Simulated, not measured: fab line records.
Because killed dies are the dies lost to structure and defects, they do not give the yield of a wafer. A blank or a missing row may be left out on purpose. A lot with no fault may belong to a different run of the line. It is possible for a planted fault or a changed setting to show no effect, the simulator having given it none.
Chamber matching ; flow nand_harc ; NHARC_A_STAIRCASE_TRIM_187 on rie_diel-11 has 4 sister chambers
The step chemistry O2, time 211.2 s. 8 wafers are shown with their chamber, then 10 later ones without.

== WAFERS WITH THEIR CHAMBER ==
wafer;chamber;drypump_motor_current_A (A);showerhead_plenum_p_Torr (Torr)
L078.5;2;5.96;3.43
L082.2;2;6.00;3.42
L082.5;0;6.21;3.81
L084.1;3;5.91;3.46
L084.3;1;5.49;3.57
L084.5;3;5.92;3.46
L085.1;0;6.24;3.80
L085.2;1;5.49;3.57

== WAFERS WHOSE CHAMBER IS MISSING ==
wafer;drypump_motor_current_A (A);showerhead_plenum_p_Torr (Torr)
L085.6;5.99;3.42
L090.1;5.94;3.41
L090.3;5.88;3.45
L090.5;6.21;3.79
L091.1;5.97;3.41
L091.3;5.92;3.45
L091.6;5.91;3.45
L094.1;5.95;3.40
L094.3;6.23;3.78
L094.4;5.92;3.44

== WHICH CHAMBER EACH WENT THROUGH ==
wafer;from the rows above;in truth
L085.6;2;2
L090.1;2;2
L090.3;3;3
L090.5;0;0
L091.1;2;2
L091.3;3;3
L091.6;3;3
L094.1;2;2
L094.3;0;0
L094.4;can't be placed: 3 or 2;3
Correctly placed: 9 of 10. These rows do not allow placing 1 (true chamber among the candidates in 1). 0 placed wrongly.
How it was worked out, from the rows above alone: a wafer's distance from a chamber is the root of the sum, over the readings, of the square of ((its reading less the chamber's mean) divided by the reading's scatter). If the next closest chamber is less than 2 further off than the closest, the wafer can't be placed; otherwise it belongs to the closest. Each chamber's mean is taken over the wafers shown for it. How the scatter is found: for the shown wafers, subtract from each reading the mean of its chamber, square and add these, divide the total by (wafers less chambers), then take the root.
